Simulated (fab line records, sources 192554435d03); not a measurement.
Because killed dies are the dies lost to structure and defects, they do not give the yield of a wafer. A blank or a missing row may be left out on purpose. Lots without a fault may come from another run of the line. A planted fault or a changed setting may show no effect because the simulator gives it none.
fab line records	flow n5Finfet
record lots=7	wafers=39
route steps=1938 shown WELL_APT@47 FIN_SAQP@108 DUMMY_GATE@228 SD_EPI_N@281
startH: hours from the record's first day to the start of the lot's first wafer shown	waitH: hours from the lot's prior step to this one	" repeats the value in the row above	L1.1+2: a single row standing in for several wafers	- value missing, or start not given	* or withheld: withheld	< > ~ a bound
route shown NAME@n: names a module that has steps shown in the file, with the first one's number in the route	usual: mean/standard deviation taken from wafers without a fault	same: alike in all rows	chamber/n: place in a boat	sites: per-site readings	_std_site: standard deviation of those values	_edge_site: the outer-site mean with the inner-site mean subtracted	radiusMm: how far each site lies from the wafer's centre	mask NAME#n: copy n	behind: tool/chamber where the wafer was last shaped	hold: the reason the lot was held/the length of the hold in hours/how it ended	device: names the non-switching transistor (n, p or np)	end of line: the tests these same wafers got at the end of their route	where a step has no rows: the recipe by itself	killed: at the first sort, the dies lost to defects and structure; wafer yield is something else	map: shows each die of a wafer: x if killed, . if not, _ if none is there
set.NAME: the setting that was run; set.NAME@STEP: the one run at that earlier step	model.NAME: the simulator's own value behind a step, which no gauge read
lots where settings were altered on purpose, with a table for each step and a row for each wafer
## steps
# step N5_WELL_APT_IMPLANT_31
# recipe species=B	energyKev=60	doseCm2=1.5e+13	tiltDeg=0	rotationDeg=0
lot.wafer	tool	chamber	startH	waitH	set.energyKev	model.implant.rpNm	model.implant.drpNm
L080.1+3+6	implanter-01	0	51.39	0.1	60	183.2	64.53
L080.2+4+5	"	0	"	"	65.89	209.6	67.74
L087.1+2+3+4+5+6	implanter-02	0	92.99	0.1	60	187.1	64.53
L089.1+2+3+4+5+6	implanter-01	0	105.23	0.1	60	190.6	64.53
L090.1+5+6	implanter-02	0	111.50	0.1	53.24	168.8	60.5
L090.2+3+4	"	0	"	"	60	188.5	64.53
L093.1+3+6	implanter-01	0	129.27	0.1	63.25	203.5	66.33
L093.2+4+5	"	0	"	"	60	190.1	64.53
L095.1+3+5	implanter-02	0	141.09	0.1	60	191.4	64.53
L095.2+4+6	"	0	"	"	65.19	215.2	67.37
L096.4+5+6	implanter-02	0	147.25	0.2	60	187.3	64.53
# step N5_FIN_SAQP_EXPOSE_13
# recipe maskId=FIN_CORE	na=1.35	sourceShape=dipole	sigmaInner=0.538	sigmaOuter=0.738	polarization=te	targetCdNm=35.6	doseMj=63.25
lot.wafer	tool	chamber	startH	waitH	mask	set.doseMj
L080.1+2+3+4+5+6	arfiScanner-02	0	57.92	-	FIN_CORE#0	63.25
L087.1+2+5	arfiScanner-02	0	99.01	-	FIN_CORE#0	63.25
L087.3+4+6	"	0	"	"	FIN_CORE#0	65.67
L089.1+2+3+4+5+6	arfiScanner-02	0	111.80	-	FIN_CORE#0	63.25
L090.1+4+5	arfiScanner-03	0	117.97	-	FIN_CORE#0	67.81
L090.2+3+6	"	0	"	"	FIN_CORE#0	63.25
L093.1+2+5	arfiScanner-02	0	136.56	-	FIN_CORE#0	63.25
L093.3+4+6	"	0	"	"	FIN_CORE#0	61.58
L095.1+3+4	arfiScanner-03	0	147.16	-	FIN_CORE#0	66.69
L095.2+5+6	"	0	"	"	FIN_CORE#0	63.25
L096.4+5+6	arfiScanner-01	0	153.41	-	FIN_CORE#0	63.25
# step N5_FIN_SAQP_PEB_14
# recipe pebTempC=withheld	pebTimeS=60	resist=CAR-ArF
# step N5_FIN_SAQP_DEVELOP_15
# recipe developTimeS=30	developer=TMAH	resist=CAR-ArF	devTempC=23	rinseLiquid=diw	dry=airSpin
# step N5_FIN_SAQP_CD_MEAS_16
# recipe targetCdNm=35.6	landingEnergyEv=500	detector=seInlens
# usual cdNm=35.55/0.27
lot.wafer	tool	chamber	startH	waitH	set.doseMj@FIN_SAQP_EXPOSE_13	cdNm
L080.1	cdSem-02	0	58.05	-	63.25	35.75
L080.2	"	0	"	"	63.25	35.36
L080.3	"	0	"	"	63.25	35.12
L080.4	"	0	"	"	63.25	35.48
L080.5	"	0	"	"	63.25	35.52
L080.6	"	0	"	"	63.25	35.31
L087.1	cdSem-03	0	99.14	-	63.25	35.22
L087.2	"	0	"	"	63.25	35.31
L087.3	"	0	"	"	65.67	34.66
L087.4	"	0	"	"	65.67	34.47
L087.5	"	0	"	"	63.25	35.27
L087.6	"	0	"	"	65.67	34.72
L089.1	cdSem-03	0	111.92	-	63.25	35.16
L089.2	"	0	"	"	63.25	35.54
L089.3	"	0	"	"	63.25	35.40
L089.4	"	0	"	"	63.25	35.38
L089.5	"	0	"	"	63.25	35.34
L089.6	"	0	"	"	63.25	34.90
L090.1	cdSem-03	0	118.09	-	67.81	33.29
L090.2	"	0	"	"	63.25	35.21
L090.3	"	0	"	"	63.25	35.29
L090.4	"	0	"	"	67.81	33.37
L090.5	"	0	"	"	67.81	33.59
L090.6	"	0	"	"	63.25	35.06
L093.1	cdSem-03	0	136.69	-	63.25	36.09
L093.2	"	0	"	"	63.25	35.73
L093.3	"	0	"	"	61.58	36.36
L093.4	"	0	"	"	61.58	36.41
L093.5	"	0	"	"	63.25	35.75
L093.6	"	0	"	"	61.58	36.80
L095.1	cdSem-01	0	147.29	-	66.69	33.84
L095.2	"	0	"	"	63.25	35.19
L095.3	"	0	"	"	66.69	34.15
L095.4	"	0	"	"	66.69	34.12
L095.5	"	0	"	"	63.25	35.86
L095.6	"	0	"	"	63.25	35.27
L096.4	cdSem-02	0	153.53	-	63.25	35.88
L096.5	"	0	"	"	63.25	35.36
L096.6	"	0	"	"	63.25	35.74
# step N5_FIN_SAQP_ETCH_69
# recipe chemistry=N2/H2	target=SOC	targetDepthA=1500	stopOn=SiNx	ionEnergyEv=100	biasW=61	pressureMtorr=30	sourceW=850	n2FlowSccm=200	h2FlowSccm=200
lot.wafer	tool	chamber	startH	waitH	set.targetDepthA	model.SOC_of_FIN_SAQP_COAT_68.thkNm	model.etch.depthNm
L080.1	rieDiel-04	3	61.20	-	1500	1	55
L080.2	"	0	"	"	1500	6.8	53.79
L080.3	"	1	"	"	1500	4.2	55
L080.4	"	2	"	"	1370	10.4	51.73
L080.5	"	3	"	"	1370	10.4	51.84
L080.6	"	0	"	"	1370	14.6	49.41
L087.1+2	rieDiel-02	1,3	102.16	-	1500	3.2	55
L087.3	"	2	"	"	1500	1.6	55
L087.4	"	0	"	"	1500	7.8	53.29
L087.5	"	0	"	"	1500	7.6	53.66
L087.6	"	3	"	"	1500	3.4	55
L089.1	rieDiel-05	2	115.25	-	1500	6.4	53.93
L089.2	"	3	"	"	1416	10.2	51.72
L089.3	"	1	"	"	1500	5.6	54.28
L089.4	"	0	"	"	1416	12.4	50.52
L089.5	"	0	"	"	1416	11.6	50.73
L089.6	"	1	"	"	1500	4.2	55
L090.1	rieDiel-05	3	121.07	-	1500	4.4	55
L090.2	"	1	"	"	1500	4.6	55
L090.3	"	2	"	"	1500	6	54.29
L090.4	"	0	"	"	1500	5.8	54.51
L090.5	"	2	"	"	1500	5.6	54.66
L090.6	"	1	"	"	1500	5.2	54.77
L093.1	rieDiel-02	2	139.98	-	1332	13	50.17
L093.2+3	"	3,1	"	"	1500	3.8	55
L093.4	"	0	"	"	1500	7.6	53.32
L093.5	"	2	"	"	1332	13.4	50.04
L093.6	"	1	"	"	1332	14.8	49.32
L095.1	rieDiel-02	1	151.31	-	1334	13.8	49.98
L095.2	"	3	"	"	1334	14.4	49.78
L095.3	"	0	"	"	1500	7.4	53.71
L095.4	"	2	"	"	1500	1.8	55
L095.5	"	1	"	"	1334	14	49.93
L095.6	"	0	"	"	1500	7.6	53.67
L096.4	rieDiel-02	3	156.39	-	1500	2.6	55
L096.5	"	3	"	"	1500	2.2	55
L096.6	"	2	"	"	1500	0.2	55
# step N5_DUMMY_GATE_EXPOSE_12
# recipe maskId=GATE	na=0.33	sourceShape=annular	sigmaInner=0.2	sigmaOuter=0.6	polarization=unpolarized	targetCdNm=25	doseMj=34
lot.wafer	tool	chamber	startH	waitH	mask	set.doseMj
L080.1+5+6	euvScanner-02	0	81.58	-	GATE#0	34
L080.2+3+4	"	0	"	"	GATE#0	31.45
L087.1+2+3+4+5+6	euvScanner-02	0	124.41	-	GATE#0	34
L089.1+2+3+4+5+6	euvScanner-02	0	135.48	-	GATE#0	34
L090.1+2+4	euvScanner-02	0	142.58	-	GATE#0	34
L090.3+5+6	"	0	"	"	GATE#0	31.39
L093.1+4+5	euvScanner-02	0	162.43	-	GATE#0	34.85
L093.2+3+6	"	0	"	"	GATE#0	34
L095.1+4+5	euvScanner-02	0	171.65	-	GATE#0	35.78
L095.2+3+6	"	0	"	"	GATE#0	34
L096.4+5+6	euvScanner-02	0	177.49	-	GATE#0	34
# step N5_DUMMY_GATE_PEB_13
# recipe pebTempC=100	pebTimeS=60	resist=CAR-EUV
# step N5_DUMMY_GATE_DEVELOP_14
# recipe developTimeS=30	developer=TMAH	resist=CAR-EUV	rinseLiquid=surfactantRinse	dry=airSpin	devTempC=23
# step N5_DUMMY_GATE_CD_MEAS_15
# recipe targetCdNm=25.8	landingEnergyEv=500	detector=seInlens
# usual cdNm=24.96/0.21
lot.wafer	tool	chamber	startH	waitH	set.doseMj@DUMMY_GATE_EXPOSE_12	cdNm
L080.1	cdSem-03	0	81.71	-	34	25.38
L080.2	"	0	"	"	31.45	26.38
L080.3	"	0	"	"	31.45	26.39
L080.4	"	0	"	"	31.45	26.31
L080.5	"	0	"	"	34	25.00
L080.6	"	0	"	"	34	24.82
L087.1	cdSem-03	0	124.53	-	34	25.33
L087.2	"	0	"	"	34	24.91
L087.3	"	0	"	"	34	25.29
L087.4	"	0	"	"	34	25.01
L087.5	"	0	"	"	34	25.30
L087.6	"	0	"	"	34	24.91
L089.1	cdSem-01	0	135.61	-	34	24.63
L089.2	"	0	"	"	34	24.79
L089.3	"	0	"	"	34	24.81
L089.4	"	0	"	"	34	25.28
L089.5	"	0	"	"	34	25.01
L089.6	"	0	"	"	34	24.63
L090.1	cdSem-02	0	142.71	-	34	24.82
L090.2	"	0	"	"	34	24.91
L090.3	"	0	"	"	31.39	26.31
L090.4	"	0	"	"	34	24.83
L090.5	"	0	"	"	31.39	26.47
L090.6	"	0	"	"	31.39	26.73
L093.1	cdSem-03	0	162.56	-	34.85	24.48
L093.2	"	0	"	"	34	25.33
L093.3	"	0	"	"	34	24.90
L093.4	"	0	"	"	34.85	24.52
L093.5	"	0	"	"	34.85	24.60
L093.6	"	0	"	"	34	24.82
L095.1	cdSem-01	0	171.78	-	35.78	24.16
L095.2	"	0	"	"	34	25.16
L095.3	"	0	"	"	34	24.59
L095.4	"	0	"	"	35.78	24.42
L095.5	"	0	"	"	35.78	23.77
L095.6	"	0	"	"	34	24.97
L096.4	cdSem-02	0	177.61	-	34	25.23
L096.5	"	0	"	"	34	24.87
L096.6	"	0	"	"	34	24.82
# step N5_DUMMY_GATE_STRIP_38
# recipe chemistry=N2/H2	tempC=40	n2FlowSccm=200	h2FlowSccm=200	rfFrequencyHz=6e+07
# step N5_DUMMY_GATE_STRIP_39
# recipe chemistry=N2/H2	tempC=40	n2FlowSccm=200	h2FlowSccm=200	rfFrequencyHz=6e+07
# step N5_DUMMY_GATE_TRIM_49
# recipe chemistry=O2	resist=SOC	timeS=29	targetCdNm=14	sourcePowerW=300	biasPowerW=0	O2_flow_sccm=100	tempC=20
lot.wafer	tool	chamber	startH	waitH	set.doseMj@DUMMY_GATE_EXPOSE_12	model.DUMMY_GATE.cdNm
L080.1	rieSi-02	3	82.07	0.0	34	14.2
L080.2+4	"	2,1	"	"	31.45	15.2
L080.3	"	0	"	"	31.45	15.4
L080.5+6	"	2,1	"	"	34	14
L087.1+3+4+5	rieSi-03	0,3,2,0	124.89	0.0	34	14
L087.2+6	"	1	"	"	34	14.2
L089.1+3+4+6	rieSi-03	0,1,1,0	135.97	0.0	34	13.8
L089.2	"	2	"	"	34	14
L089.5	"	2	"	"	34	13.6
L090.1+2+4	rieSi-03	0,3,2	143.08	0.0	34	13.8
L090.3	"	1	"	"	31.39	15.2
L090.5+6	"	2,3	"	"	31.39	15.4
L093.1	rieSi-01	3	162.92	0.0	34.85	14
L093.2+3	"	2,0	"	"	34	14
L093.4	"	1	"	"	34.85	13.6
L093.5	"	2	"	"	34.85	13.8
L093.6	"	3	"	"	34	14.2
L095.1+4	rieSi-03	0,1	172.31	0.0	35.78	13
L095.2+6	"	3,1	"	"	34	14
L095.3	"	2	"	"	34	13.8
L095.5	"	0	"	"	35.78	12.8
L096.4+6	rieSi-01	3	177.96	0.0	34	14.2
L096.5	"	2	"	"	34	14
# step N5_DUMMY_GATE_STRIP_40
# recipe chemistry=CF4	resist=SiARC	powerW=300	biasPowerW=75	pressureMtorr=50	cf4FlowSccm=150	rfFrequencyHz=6e+07
# step N5_DUMMY_GATE_CD_MEAS_50
# recipe targetCdNm=14
# usual cdNm=13.95/0.28
lot.wafer	tool	chamber	startH	waitH	set.doseMj@DUMMY_GATE_EXPOSE_12	cdNm
L080.1	cdSem-03	-	82.21	0.0	34	14.12
L080.2	"	-	"	"	31.45	15.17
L080.3	"	-	"	"	31.45	15.74
L080.4	"	-	"	"	31.45	15.39
L080.5	"	-	"	"	34	13.92
L080.6	"	-	"	"	34	13.75
L087.1	cdSem-01	-	125.04	0.0	34	13.79
L087.2	"	-	"	"	34	14.16
L087.3	"	-	"	"	34	14.13
L087.4	"	-	"	"	34	14.21
L087.5	"	-	"	"	34	14.14
L087.6	"	-	"	"	34	13.90
L089.1	cdSem-02	-	136.11	0.0	34	13.72
L089.2	"	-	"	"	34	13.73
L089.3	"	-	"	"	34	14.20
L089.4	"	-	"	"	34	14.15
L089.5	"	-	"	"	34	13.62
L089.6	"	-	"	"	34	13.75
L090.1	cdSem-02	-	143.23	0.0	34	13.72
L090.2	"	-	"	"	34	13.35
L090.3	"	-	"	"	31.39	15.02
L090.4	"	-	"	"	34	13.41
L090.5	"	-	"	"	31.39	15.34
L090.6	"	-	"	"	31.39	15.41
L093.1	cdSem-01	-	163.06	0.0	34.85	13.75
L093.2	"	-	"	"	34	14.13
L093.3	"	-	"	"	34	14.08
L093.4	"	-	"	"	34.85	13.43
L093.5	"	-	"	"	34.85	14.12
L093.6	"	-	"	"	34	14.32
L095.1	cdSem-03	-	172.46	0.0	35.78	12.98
L095.2	"	-	"	"	34	14.06
L095.3	"	-	"	"	34	13.73
L095.4	"	-	"	"	35.78	13.05
L095.5	"	-	"	"	35.78	13.32
L095.6	"	-	"	"	34	13.88
L096.4	cdSem-01	-	178.11	0.0	34	14.06
L096.5	"	-	"	"	34	13.99
L096.6	"	-	"	"	34	14.03
# step N5_DUMMY_GATE_ETCH_31
# recipe chemistry=C4F6/O2	target=SiO2	maskMaterial=SOC	targetDepthA=825	timeS=27.5	ionEnergyEv=250	pressureMtorr=30	sourceW=345	biasW=185	Ar_flow_sccm=300	C4F6_flow_sccm=10	O2_flow_sccm=10
# step N5_DUMMY_GATE_STRIP_41
# recipe chemistry=O2	powerW=400	tempC=40	pressureMtorr=30	rfFrequencyHz=6e+07	biasPowerW=0	overashFraction=0.3	o2FlowSccm=225
# step N5_DUMMY_GATE_ETCH_23
# recipe chemistry=HBr/Cl2/O2	HBr_flow_sccm=150	Cl2_flow_sccm=80	O2_flow_sccm=12	biasW=102	targetDepthA=410	timeS=22.3	target=poly-Si	maskMaterial=SiO2	pressureMtorr=10	icpW=800
# step N5_DUMMY_GATE_ETCH_44
# recipe chemistry=HBr/O2	overEtchFrac=0.7	targetDepthA=1275	stopOn=SiO2	ionEnergyEv=60	biasW=20	target=poly-Si	maskMaterial=SiO2	pressureMtorr=20	icpW=400	HBr_flow_sccm=120	O2_flow_sccm=10
# step N5_DUMMY_GATE_CD_MEAS_24
# recipe targetCdNm=15
# usual cdNm=15.0/0.3
lot.wafer	tool	chamber	startH	waitH	set.doseMj@DUMMY_GATE_EXPOSE_12	cdNm
L080.1	cdSem-01	-	82.71	0.1	34	15.1
L080.2	"	-	"	"	31.45	16.4
L080.3	"	-	"	"	31.45	16.5
L080.4	"	-	"	"	31.45	16.2
L080.5	"	-	"	"	34	15.3
L080.6	"	-	"	"	34	15.0
L087.1	cdSem-01	-	125.53	0.1	34	14.8
L087.2	"	-	"	"	34	15.8
L087.3	"	-	"	"	34	14.8
L087.4	"	-	"	"	34	14.6
L087.5	"	-	"	"	34	15.0
L087.6	"	-	"	"	34	15.3
L089.1	cdSem-02	-	136.61	0.1	34	15.0
L089.2	"	-	"	"	34	15.2
L089.3	"	-	"	"	34	14.4
L089.4	"	-	"	"	34	14.9
L089.5	"	-	"	"	34	14.8
L089.6	"	-	"	"	34	14.9
L090.1	cdSem-01	-	143.72	0.1	34	14.8
L090.2	"	-	"	"	34	15.0
L090.3	"	-	"	"	31.39	16.3
L090.4	"	-	"	"	34	15.2
L090.5	"	-	"	"	31.39	16.3
L090.6	"	-	"	"	31.39	16.6
L093.1	cdSem-03	-	163.56	0.1	34.85	14.9
L093.2	"	-	"	"	34	15.1
L093.3	"	-	"	"	34	14.7
L093.4	"	-	"	"	34.85	14.7
L093.5	"	-	"	"	34.85	14.8
L093.6	"	-	"	"	34	14.8
L095.1	cdSem-03	-	172.97	0.1	35.78	14.2
L095.2	"	-	"	"	34	14.7
L095.3	"	-	"	"	34	15.3
L095.4	"	-	"	"	35.78	14.4
L095.5	"	-	"	"	35.78	14.4
L095.6	"	-	"	"	34	15.4
L096.4	cdSem-03	-	178.61	0.1	34	15.3
L096.5	"	-	"	"	34	15.1
L096.6	"	-	"	"	34	15.2
# step N5_DUMMY_GATE_ETCH_42
# recipe chemistry=CHF3/O2	target=SiO2	targetDepthA=35	timeS=31	ionEnergyEv=30	biasW=12	pressureMtorr=30	sourceW=600	Ar_flow_sccm=200	CHF3_flow_sccm=50	O2_flow_sccm=5
lot.wafer	tool	chamber	startH	waitH	set.doseMj@DUMMY_GATE_EXPOSE_12	model.DUMMY_GATE.cdNm
L080.1+6	rieDiel-01	0,1	82.76	0.0	34	15
L080.2+4	"	1,2	"	"	31.45	16.2
L080.3	"	2	"	"	31.45	16.6
L080.5	"	0	"	"	34	14.8
L087.1+3+4	rieDiel-01	2,0,1	125.58	0.0	34	15
L087.2	"	3	"	"	34	15.4
L087.5	"	2	"	"	34	14.8
L087.6	"	1	"	"	34	15.2
L089.1+6	rieDiel-01	1,0	136.66	0.0	34	15
L089.2	"	3	"	"	34	15.2
L089.3+5	"	0,1	"	"	34	14.6
L089.4	"	2	"	"	34	14.8
L090.1+2	rieDiel-06	2,1	143.77	0.0	34	14.8
L090.3	"	0	"	"	31.39	16
L090.4	"	3	"	"	34	15
L090.5	"	2	"	"	31.39	16.2
L090.6	"	1	"	"	31.39	16.4
L093.1+5	rieDiel-01	1	163.61	0.0	34.85	15
L093.2	"	2	"	"	34	15
L093.3+6	"	0,2	"	"	34	14.8
L093.4	"	0	"	"	34.85	14.6
L095.1+4+5	rieDiel-06	1,0,3	173.02	0.0	35.78	14.2
L095.2	"	3	"	"	34	15
L095.3+6	"	2	"	"	34	15.2
L096.4	rieDiel-03	2	178.65	0.0	34	15.4
L096.5+6	"	3,0	"	"	34	15.2
# step N5_SD_EPI_N_SD_RECESS_17
# recipe chemistry=HBr/Cl2/O2	targetDepthA=410	maskMaterial=SOC	timeS=23.7	btTimeS=3	pressureMtorr=10	icpW=800	biasW=112	HBr_flow_sccm=150	Cl2_flow_sccm=80	O2_flow_sccm=12
lot.wafer	tool	chamber	startH	waitH	set.timeS	model.etch.depthNm	model.SD_EPI_N.featureDepthNm	model.Si_of_WELL_APT_EPI_41.thkNm
L080.1	rieSi-04	1	84.99	0.0	23.7	40.81	40.8	8.2
L080.2	"	2	"	"	23.7	41.26	41.2	8.2
L080.3	"	3	"	"	23.7	41.28	41.2	7.8
L080.4	"	1	"	"	23.7	40.84	40.8	8.8
L080.5	"	3	"	"	23.7	41.29	41.2	7.8
L080.6	"	2	"	"	23.7	41.31	41.4	8.6
L087.1	rieSi-06	2	127.47	0.0	21.96	37.9	37.8	12.4
L087.2	"	1	"	"	23.7	40.81	40.8	9.4
L087.3	"	3	"	"	23.7	40.95	41	9.6
L087.4	"	0	"	"	21.96	38.81	38.8	11.6
L087.5	"	2	"	"	23.7	40.47	40.4	10
L087.6	"	3	"	"	21.96	38.09	38	12.2
L089.1	rieSi-06	2	138.76	0.0	23.7	41.01	41	7.8
L089.2	"	1	"	"	24.73	43.1	43.2	5.6
L089.3	"	0	"	"	23.7	41.18	41.2	7.6
L089.4	"	3	"	"	23.7	41	41	7.4
L089.5	"	0	"	"	24.73	43.45	43.4	5.8
L089.6	"	1	"	"	24.73	42.91	43	6.2
L090.1	rieSi-04	1	146.89	0.0	23.7	40.63	40.6	9.8
L090.2	"	3	"	"	22.58	38.96	39	10.8
L090.3	"	2	"	"	23.7	41.21	41.2	8.4
L090.4	"	1	"	"	22.58	38.81	38.8	10.4
L090.5	"	2	"	"	23.7	40.99	41	8.6
L090.6	"	3	"	"	22.58	38.98	39	10.2
L093.1	rieSi-04	2	165.68	0.0	23.7	41.39	41.4	8
L093.2	"	1	"	"	23.7	41.17	41.2	7.8
L093.3	"	3	"	"	23.7	41.31	41.4	9
L093.4	"	3	"	"	23.7	41.24	41.2	7.8
L093.5	"	1	"	"	23.7	40.98	41	8.8
L093.6	"	2	"	"	23.7	40.94	41	8.2
L095.1	rieSi-05	1	175.06	0.0	24.53	42.68	42.6	7.4
L095.2	"	2	"	"	23.7	41.37	41.4	7.6
L095.3	"	3	"	"	23.7	40.53	40.6	8.8
L095.4	"	0	"	"	24.53	42.31	42.4	7
L095.5	"	1	"	"	23.7	41.11	41.2	8.4
L095.6	"	2	"	"	24.53	42.9	43	6.6
L096.4	rieSi-04	3	180.72	0.0	23.7	41.3	41.4	8
L096.5	"	1	"	"	23.7	40.92	41	8.6
L096.6	"	0	"	"	23.7	40.84	40.8	8.4
# step N5_SD_EPI_N_STRIP_38
# recipe chemistry=N2/H2	powerW=1000	tempC=250	h2Frac=0.65	overashFraction=0.3	pressureMtorr=withheld	n2FlowSccm=1750	h2FlowSccm=3250
# step N5_SD_EPI_N_WET_ETCH_43
# recipe chemistry=dHF	dilution=withheld	timeS=14	target=SiO2	targetDepthA=15	tempC=25
# step N5_SD_EPI_N_STRIP_18
# recipe chemistry=SPM	timeS=750	tempC=130	h2so4H2o2VolRatio=4
lot.wafer	tool	chamber	startH	waitH	set.timeS@SD_EPI_N_SD_RECESS_17	model.Si_of_WELL_APT_EPI_41.thkNm
L080.1+2	wetBench-04	2,1	85.18	0.0	23.7	7.8
L080.3	"	3	"	"	23.7	7.6
L080.4	"	4	"	"	23.7	8.6
L080.5	"	5	"	"	23.7	7.4
L080.6	"	0	"	"	23.7	8.2
L087.1	wetBench-02	4	127.66	0.0	21.96	12
L087.2	"	7	"	"	23.7	9
L087.3	"	2	"	"	23.7	9.2
L087.4	"	6	"	"	21.96	11.2
L087.5	"	5	"	"	23.7	9.6
L087.6	"	3	"	"	21.96	11.8
L089.1	wetBench-02	6	138.95	0.0	23.7	7.6
L089.2	"	5	"	"	24.73	5.2
L089.3	"	4	"	"	23.7	7.4
L089.4	"	2	"	"	23.7	7
L089.5	"	1	"	"	24.73	5.4
L089.6	"	3	"	"	24.73	6
L090.1	wetBench-02	3	147.08	0.0	23.7	9.4
L090.2	"	1	"	"	22.58	10.6
L090.3	"	0	"	"	23.7	8
L090.4+6	"	2,7	"	"	22.58	10
L090.5	"	4	"	"	23.7	8.4
L093.1	wetBench-02	4	165.87	0.0	23.7	7.6
L093.2+4	"	5,7	"	"	23.7	7.4
L093.3	"	6	"	"	23.7	8.6
L093.5	"	2	"	"	23.7	8.4
L093.6	"	3	"	"	23.7	7.8
L095.1	wetBench-02	0	175.25	0.0	24.53	7
L095.2	"	5	"	"	23.7	7.2
L095.3	"	4	"	"	23.7	8.6
L095.4	"	3	"	"	24.53	6.6
L095.5	"	2	"	"	23.7	8
L095.6	"	1	"	"	24.53	6.4
L096.4	wetBench-04	7	180.92	0.0	23.7	7.6
L096.5	"	2	"	"	23.7	8.2
L096.6	"	3	"	"	23.7	8
## key
split step=N5_WELL_APT_IMPLANT_31	setting=energyKev	stated=60	by=wafer
response step=N5_WELL_APT_IMPLANT_31	reading=model.implant.rpNm	change=+2.32	per=1%	r=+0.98
response step=N5_WELL_APT_IMPLANT_31	reading=model.implant.drpNm	change=+0.34	per=1%	r=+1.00
split step=N5_FIN_SAQP_EXPOSE_13	setting=doseMj	stated=63.25	by=wafer
response step=N5_FIN_SAQP_CD_MEAS_16	reading=cdNm	change=-0.239	per=1%	r=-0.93
split step=N5_FIN_SAQP_ETCH_69	setting=targetDepthA	stated=1500	by=wafer
response step=N5_FIN_SAQP_ETCH_69	reading=model.SOC_of_FIN_SAQP_COAT_68.thkNm	change=-0.824	per=1%	r=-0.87
response step=N5_FIN_SAQP_ETCH_69	reading=model.etch.depthNm	change=+0.42	per=1%	r=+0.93
split step=N5_DUMMY_GATE_EXPOSE_12	setting=doseMj	stated=34	by=wafer
response step=N5_DUMMY_GATE_CD_MEAS_15	reading=cdNm	change=-0.186	per=1%	r=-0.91
response step=N5_DUMMY_GATE_TRIM_49	reading=model.DUMMY_GATE.cdNm	change=-0.179	per=1%	r=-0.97
response step=N5_DUMMY_GATE_CD_MEAS_50	reading=cdNm	change=-0.201	per=1%	r=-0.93
response step=N5_DUMMY_GATE_CD_MEAS_24	reading=cdNm	change=-0.162	per=1%	r=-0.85
response step=N5_DUMMY_GATE_ETCH_42	reading=model.DUMMY_GATE.cdNm	change=-0.172	per=1%	r=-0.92
split step=N5_SD_EPI_N_SD_RECESS_17	setting=timeS	stated=23.7	by=wafer
response step=N5_SD_EPI_N_SD_RECESS_17	reading=model.etch.depthNm	change=+0.396	per=1%	r=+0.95
response step=N5_SD_EPI_N_SD_RECESS_17	reading=model.SD_EPI_N.featureDepthNm	change=+0.4	per=1%	r=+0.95
response step=N5_SD_EPI_N_SD_RECESS_17	reading=model.Si_of_WELL_APT_EPI_41.thkNm	change=-0.343	per=1%	r=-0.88
response step=N5_SD_EPI_N_STRIP_18	reading=model.Si_of_WELL_APT_EPI_41.thkNm	change=-0.349	per=1%	r=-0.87
